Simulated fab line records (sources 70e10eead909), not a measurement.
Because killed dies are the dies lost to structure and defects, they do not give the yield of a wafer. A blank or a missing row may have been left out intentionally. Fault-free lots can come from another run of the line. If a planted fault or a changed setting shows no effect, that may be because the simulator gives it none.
fab line records + flow nand_harc
record
- lots=15
- wafers=45
- last_day=24
route steps=1159 shown A_CONTACT@952 THIN_TSV@1102 END@1159
lots that met no fault: from a run of the same line without faults
start_h: hours from the record's opening day to when the first of the lot's shown wafers began + wait_h: time in hours since the lot's previous step + " the same as in the row above + L1.1+2: one row covering several wafers at once + - no value, or no start given + * or withheld: withheld + < > ~ a bound
route shown NAME@n: names a module that has steps shown in the file, with the first one's number in the route + usual: average and standard deviation across the fault-free wafers + same: alike in all rows + chamber/n: place in a boat + sites: each site's reading + _std_site: the standard deviation of these + _edge_site: mean of outer sites minus mean of inner sites + radius_mm: how far each site lies from the wafer's centre + mask NAME#n: copy n + behind: the most recent tool/chamber to have shaped the wafer + hold: why the lot went on hold/how many hours it stayed there/how the hold came to an end + device: the transistor (n, p or np) that didn't switch + end of line: at the end of the route, the tests of the same wafers + step lacking rows: just its recipe + killed: the dies lost at the first sort to structure and to defects; this is not the yield of the wafer + map: a wafer's dies, marking killed ones x, the rest . and places with no die _
set.NAME: the run value of the setting; set.NAME@STEP: its run value at that earlier step + model.NAME: the simulator's own value behind a step, which no gauge read
route steps across a sampled set of lots; one table per step, one row per wafer
services: when a tool's chamber went out of use (start_h, in hours from the record's first day, below 0 if earlier), for how many hours, and the reason
## steps
# step NHARC_A_CONTACT_STRIP_107
# recipe
- n2_flow_sccm=150
- h2_flow_sccm=150
- ar_flow_sccm=0
- bias_w=0
- chemistry=N2/H2
| lot.wafer  | tool        | chamber | start_h | wait_h |
|------------|-------------|---------|---------|--------|
| L177.3+2+4 | rie_diel-11 | 3,1,2   | 388.60  | 0.1    |
| L176.1+6+5 | rie_diel-06 | 3,2,3   | 388.94  | 0.1    |
| L178.2+1+4 | rie_diel-11 | 1,3,1   | 391.09  | 0.1    |
| L181.2+3+6 | rie_diel-11 | 3,1,0   | 402.10  | 0.1    |
| L180.3+5+6 | rie_diel-11 | 1,3,0   | 407.63  | 0.1    |
| L179.2+3+5 | rie_diel-11 | 3,1,2   | 411.09  | 0.1    |
| L182.1+2+6 | rie_diel-11 | 0,1,0   | 422.07  | 0.1    |
| L184.4+3+6 | rie_diel-11 | 1,2,2   | 423.25  | 0.1    |
| L183.3+2+5 | rie_diel-11 | 1,2,0   | 430.28  | 0.1    |
| L192.1+3+5 | rie_diel-05 | 0,2,0   | 481.29  | 0.1    |
| L196.1+4+6 | rie_diel-11 | 0,1,1   | 492.53  | 0.1    |
| L195.1+6+5 | rie_diel-06 | 0,3,0   | 495.48  | 0.1    |
| L194.4+1+2 | rie_diel-11 | 1,2,3   | 505.62  | 0.1    |
| L197.2+3+6 | rie_diel-05 | 3,0,2   | 511.09  | 0.1    |
| L199.3+2+5 | rie_diel-11 | 1,0,2   | 524.37  | 0.1    |
# step NHARC_THIN_TSV_CMP_01
# recipe
- target_thk_um=3
# usual
- motor_current_A=12.3/1
- slurry_flow_ml_min=150.0/0.46
| lot.wafer | tool   | chamber | start_h | wait_h | motor_current_A | slurry_flow_ml_min |
|-----------|--------|---------|---------|--------|-----------------|--------------------|
| L177.2    | cmp-01 | 1       | 433.20  | 0.8    | 13.2            | 150.3              |
| L177.3    | "      | 3       | "       | "      | 11.9            | 150.7              |
| L177.4    | "      | 0       | "       | "      | 13.0            | 149.9              |
| L176.1    | cmp-02 | 2       | 434.41  | 1.0    | 12.5            | 149.4              |
| L176.5    | "      | 2       | "       | "      | 12.5            | 150.2              |
| L176.6    | "      | 3       | "       | "      | 12.7            | 149.3              |
| L178.1    | cmp-01 | 2       | 435.61  | 1.0    | 11.5            | 150.2              |
| L178.2    | "      | 3       | "       | "      | 11.5            | 150.5              |
| L178.4    | "      | 1       | "       | "      | 13.5            | 150.6              |
| L181.2    | cmp-03 | 1       | 436.90  | 0.9    | 10.9            | 150.0              |
| L181.3    | "      | 2       | "       | "      | 14.0            | 150.2              |
| L181.6    | "      | 0       | "       | "      | 12.8            | 149.8              |
| L180.3    | cmp-01 | 1       | 441.23  | 0.7    | 12.9            | 150.8              |
| L180.5    | "      | 0       | "       | "      | 13.4            | 150.1              |
| L180.6    | "      | 1       | "       | "      | 13.2            | 150.5              |
| L179.3    | cmp-01 | 1       | 442.62  | 0.8    | 13.2            | 150.7              |
| L179.2    | "      | 3       | "       | "      | 11.1            | 150.5              |
| L179.5    | "      | 1       | "       | "      | 13.3            | 149.9              |
| L182.2    | cmp-01 | 1       | 452.42  | 0.8    | 12.7            | 148.7              |
| L182.1    | "      | 3       | "       | "      | 12.0            | 150.1              |
| L182.6    | "      | 2       | "       | "      | 11.3            | 149.7              |
| L184.3    | cmp-02 | 1       | 453.63  | 0.6    | 11.4            | 149.8              |
| L184.4    | "      | 2       | "       | "      | 12.1            | 149.6              |
| L184.6    | "      | 1       | "       | "      | 11.4            | 150.2              |
| L183.3    | cmp-03 | 3       | 465.78  | 0.7    | 11.7            | 151.2              |
| L183.2    | "      | 0       | "       | "      | 13.3            | 149.9              |
| L183.5    | "      | 2       | "       | "      | 15.0            | 149.5              |
| L192.3    | cmp-01 | 0       | 521.31  | 0.7    | 12.4            | 149.5              |
| L192.1    | "      | 1       | "       | "      | 14.0            | 149.8              |
| L192.5    | "      | 3       | "       | "      | 11.6            | 149.2              |
| L195.1    | cmp-03 | 1       | 532.81  | 1.0    | 10.6            | 148.8              |
| L195.5    | "      | 0       | "       | "      | 13.4            | 149.9              |
| L195.6    | "      | 1       | "       | "      | 10.5            | 149.1              |
| L196.4    | cmp-01 | 0       | 534.00  | 0.4    | 12.5            | 150.4              |
| L196.1    | "      | 1       | "       | "      | 13.1            | 150.0              |
| L196.6    | "      | 3       | "       | "      | 11.3            | 149.6              |
| L194.1    | cmp-02 | 3       | 538.88  | 1.0    | 13.4            | 149.3              |
| L194.4    | "      | 0       | "       | "      | 12.5            | 149.8              |
| L194.2    | "      | 2       | "       | "      | 13.4            | 150.4              |
| L197.2    | cmp-02 | 3       | 550.99  | 0.8    | 13.2            | 149.5              |
| L197.3    | "      | 2       | "       | "      | 12.4            | 150.2              |
| L197.6    | "      | 3       | "       | "      | 13.6            | 150.3              |
| L199.2    | cmp-03 | 3       | 558.02  | 0.8    | 11.8            | 149.2              |
| L199.3    | "      | 0       | "       | "      | 13.9            | 149.9              |
| L199.5    | "      | 0       | "       | "      | 13.9            | 149.6              |
# step NHARC_THIN_TSV_DEGAS_49
# recipe
- temp_c=300
- time_s=120
# usual
- heater_power_w=450/34
| lot.wafer | tool           | chamber | start_h | wait_h | heater_power_w |
|-----------|----------------|---------|---------|--------|----------------|
| L177.3    | pvd_sputter-01 | -       | 437.37  | 0.1    | 485            |
| L177.2    | "              | -       | "       | "      | 489            |
| L177.4    | "              | -       | "       | "      | 463            |
| L176.1    | pvd_sputter-02 | -       | 438.67  | 0.2    | 403            |
| L176.5    | "              | -       | "       | "      | 470            |
| L176.6    | "              | -       | "       | "      | 428            |
| L178.2    | pvd_sputter-03 | -       | 439.85  | 0.2    | 432            |
| L178.1    | "              | -       | "       | "      | 487            |
| L178.4    | "              | -       | "       | "      | 484            |
| L181.3    | pvd_sputter-01 | -       | 440.85  | 0.1    | 391            |
| L181.2    | "              | -       | "       | "      | 506            |
| L181.6    | "              | -       | "       | "      | 486            |
| L180.3    | pvd_sputter-03 | -       | 445.36  | 0.1    | 422            |
| L180.5    | "              | -       | "       | "      | 427            |
| L180.6    | "              | -       | "       | "      | 495            |
| L179.3    | pvd_sputter-02 | -       | 446.73  | 0.1    | 442            |
| L179.2    | "              | -       | "       | "      | 472            |
| L179.5    | "              | -       | "       | "      | 446            |
| L182.2    | pvd_sputter-03 | -       | 456.81  | 0.1    | 481            |
| L182.1    | "              | -       | "       | "      | 426            |
| L182.6    | "              | -       | "       | "      | 487            |
| L184.3    | pvd_sputter-01 | -       | 458.69  | 0.1    | 506            |
| L184.4    | "              | -       | "       | "      | 464            |
| L184.6    | "              | -       | "       | "      | 521            |
| L183.3    | pvd_sputter-01 | -       | 469.90  | 0.1    | 491            |
| L183.2    | "              | -       | "       | "      | 499            |
| L183.5    | "              | -       | "       | "      | 465            |
| L192.1    | pvd_sputter-02 | -       | 525.30  | 0.2    | 442            |
| L192.3    | "              | -       | "       | "      | 409            |
| L192.5    | "              | -       | "       | "      | 415            |
| L195.1    | pvd_sputter-02 | -       | 537.34  | 0.1    | 406            |
| L195.6    | "              | -       | "       | "      | 433            |
| L195.5    | "              | -       | "       | "      | 448            |
| L196.1    | pvd_sputter-02 | -       | 538.34  | 0.2    | 438            |
| L196.4    | "              | -       | "       | "      | 412            |
| L196.6    | "              | -       | "       | "      | 440            |
| L194.4    | pvd_sputter-02 | -       | 543.97  | 0.1    | 396            |
| L194.2    | "              | -       | "       | "      | 464            |
| L194.1    | "              | -       | "       | "      | 447            |
| L197.2    | pvd_sputter-02 | -       | 555.18  | 0.2    | 433            |
| L197.3    | "              | -       | "       | "      | 411            |
| L197.6    | "              | -       | "       | "      | 436            |
| L199.2    | pvd_sputter-01 | -       | 561.98  | 0.1    | 484            |
| L199.3    | "              | -       | "       | "      | 471            |
| L199.5    | "              | -       | "       | "      | 460            |
# step NHARC_END_SORT_01
# recipe
- temp_c=25
# usual
- killed_at_array=24/8.4
- killed_at_other=0.7/1.1
- killed_at_periphery=2.9/1.7
- killed_dies=27/8.6
- killed_open=3.3/1.8
- killed_short=1.8/1.4
# same
- gross_dies=677
| lot.wafer | tool      | chamber | start_h | wait_h | killed_at_array | killed_at_other | killed_at_periphery | killed_dies | killed_open | killed_short |
|-----------|-----------|---------|---------|--------|-----------------|-----------------|---------------------|-------------|-------------|--------------|
| L182.1    | prober-02 | 0       | 473.61  | 2.5    | 22              | 0               | 3                   | 25          | 1           | 3            |
| L182.2    | prober-02 | 0       | 474.41  | 2.8    | 101             | 0               | 3                   | 104         | 4           | 1            |
| L182.6    | prober-02 | 0       | 477.62  | 4.0    | 23              | 1               | 4                   | 28          | 2           | 2            |
| L184.3    | prober-01 | 0       | 480.34  | 3.1    | 19              | 1               | 1                   | 21          | 3           | 0            |
| L184.4    | prober-01 | 0       | 481.13  | 3.4    | 85              | 1               | 5                   | 91          | 7           | 0            |
| L184.6    | prober-01 | 0       | 482.72  | 4.0    | 21              | 0               | 4                   | 25          | 4           | 1            |
| L183.2    | prober-02 | 0       | 482.58  | 2.8    | 40              | 4               | 0                   | 44          | 3           | 2            |
| L183.3    | prober-02 | 0       | 483.39  | 3.1    | 106             | 0               | 0                   | 106         | 3           | 2            |
| L183.5    | prober-02 | 0       | 484.99  | 3.7    | 37              | 1               | 2                   | 40          | 0           | 4            |
# killed by level:class
L182.1 A_CHANNEL_HOLE_D1:chamber_film_flake=16 A_CONTACT:chamber_film_flake=2 P_M0:geometric_particle:short=1 P_M1:geometric_particle:short=1 A_WL_FILL:geometric_particle:open=1 A_WL_FILL:geometric_particle:short=1 P_GATE:chamber_film_flake=1 A_STAIRCASE:chamber_film_flake=1
L182.2 A_CONTACT:unspecified=70 A_CHANNEL_HOLE_D1:chamber_film_flake=22 A_CONTACT:chamber_film_flake=4 P_M0:geometric_particle:open=2 A_CONTACT:geometric_particle:open=2 A_STAIRCASE:chamber_film_flake=2 A_CONTACT:geometric_particle:short=1 P_ZERO_WELL:chamber_film_flake=1
L182.6 A_CHANNEL_HOLE_D1:chamber_film_flake=13 A_CONTACT:chamber_film_flake=4 A_WL_FILL:geometric_particle:short=2 P_ZERO_WELL:chamber_film_flake=2 A_ZERO_WELL:chamber_film_flake=2 P_M2:geometric_particle:open=1 A_ONON_D1:geometric_particle:open=1 P_STI:chamber_film_flake=1
L184.3 A_SLIT:chamber_film_flake=7 A_STAIRCASE:chamber_film_flake=6 A_CHANNEL_HOLE_D1:chamber_film_flake=3 P_CONTACT:geometric_particle:open=1 A_SGD_CUT:geometric_particle:open=1 A_M0:geometric_particle:open=1 A_CONTACT:chamber_film_flake=1 THIN_TSV:chamber_film_flake=1
L184.4 A_CONTACT:unspecified=66 A_SLIT:chamber_film_flake=9 A_STAIRCASE:chamber_film_flake=6 P_CONTACT:geometric_particle:open=2 P_M0:geometric_particle:open=2 A_CONTACT:chamber_film_flake=2 P_GATE:geometric_particle:open=1 A_BLC:geometric_particle:open=1
L183.2 A_CHANNEL_HOLE_D1:chamber_film_flake=14 A_SLIT:chamber_film_flake=10 A_CONTACT:chamber_film_flake=5 A_STAIRCASE:chamber_film_flake=3 THIN_TSV:chamber_film_flake=3 A_WL_FILL:geometric_particle:short=2 A_BONDPAD:chamber_film_flake=2 A_CONTACT:geometric_particle:open=1
L184.6 A_SLIT:chamber_film_flake=13 A_CHANNEL_HOLE_D1:chamber_film_flake=3 A_M0:geometric_particle:open=2 P_M1:geometric_particle:short=1 A_CONTACT:geometric_particle:open=1 A_BLC:geometric_particle:open=1 P_ZERO_WELL:chamber_film_flake=1 P_STI:chamber_film_flake=1
L183.3 A_CONTACT:unspecified=69 A_CHANNEL_HOLE_D1:chamber_film_flake=17 A_STAIRCASE:chamber_film_flake=6 A_SLIT:chamber_film_flake=6 A_WL_FILL:geometric_particle:short=2 A_WL_FILL:geometric_particle:open=2 A_BONDPAD:chamber_film_flake=2 A_CONTACT:geometric_particle:open=1
L183.5 A_CHANNEL_HOLE_D1:chamber_film_flake=12 A_SLIT:chamber_film_flake=8 A_CONTACT:chamber_film_flake=5 A_STAIRCASE:chamber_film_flake=4 A_ONON_D1:geometric_particle:short=2 P_M1:chamber_film_flake=2 A_BONDPAD:chamber_film_flake=2 A_SOURCE_PLATE:geometric_particle:short=1
## services
| tool           | chamber | start_h | hours | kind   |
|----------------|---------|---------|-------|--------|
| rie_diel-11    | -       | 366.50  | 9.0   | pm     |
| cmp-02         | -       | 369.01  | 4.0   | pm     |
| cmp-01         | -       | 376.13  | 4.0   | pm     |
| pvd_sputter-01 | -       | 380.71  | 3.7   | repair |
| cmp-03         | -       | 385.61  | 0.4   | repair |
| rie_diel-11    | 2       | 389.44  | 2.3   | repair |
| pvd_sputter-02 | -       | 392.01  | 10.0  | pm     |
| cmp-01         | -       | 393.03  | 0.5   | repair |
| cmp-01         | -       | 406.53  | 0.5   | repair |
| cmp-01         | -       | 420.98  | 1.8   | repair |
| cmp-03         | -       | 421.16  | 0.7   | repair |
| cmp-02         | -       | 424.44  | 1.6   | repair |
| cmp-03         | -       | 438.71  | 4.2   | repair |
| cmp-02         | -       | 441.75  | 1.7   | repair |
| cmp-03         | -       | 446.75  | 0.5   | repair |
| cmp-03         | -       | 450.17  | 4.0   | pm     |
| cmp-03         | -       | 463.04  | 2.2   | repair |
| cmp-02         | -       | 467.01  | 4.0   | pm     |
| rie_diel-11    | 0       | 469.31  | 12.6  | repair |
| cmp-01         | -       | 474.13  | 4.0   | pm     |
| pvd_sputter-02 | -       | 483.82  | 3.7   | repair |
| pvd_sputter-02 | -       | 510.73  | 4.9   | repair |
| pvd_sputter-01 | -       | 514.06  | 10.0  | pm     |
| rie_diel-11    | -       | 543.50  | 9.0   | pm     |
## key
first_sign
- step=NHARC_END_SORT_01
- reading=killed_at_array
- direction=up
- sigmas=8.8
- usual=24
- struck=97
effect
- step=NHARC_END_SORT_01
- reading=killed_dies
- direction=up
- sigmas=8.5
- usual=27
- struck=100
more_kills_born_at
- NHARC_A_CONTACT_STRIP_107@rie_diel-11=205
met_at NHARC_A_CONTACT_STRIP_107
struck_lots L182,L183,L184
struck_wafers L182.2,L183.3,L184.4
tester_left_out L182,L183,L184
not_acting_at NHARC_THIN_TSV_CMP_01,NHARC_THIN_TSV_DEGAS_49
onset_between 411.09 422.07
fault
- kind=chamber_particle_source
- tool=rie_diel-11
- chamber=1
- onset_h=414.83
- steps=NHARC_A_CONTACT_STRIP_107
- rate_per_visit_cm2=0.43082
- end_h=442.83
# tester_left_out: of these lots the tester's yield and bins aren't shown, on N5 and GAA mostly nor the transistor test; their killed dies are dies lost to structure and defects alone, not to doping, threshold or leakage, so they don't give the yield
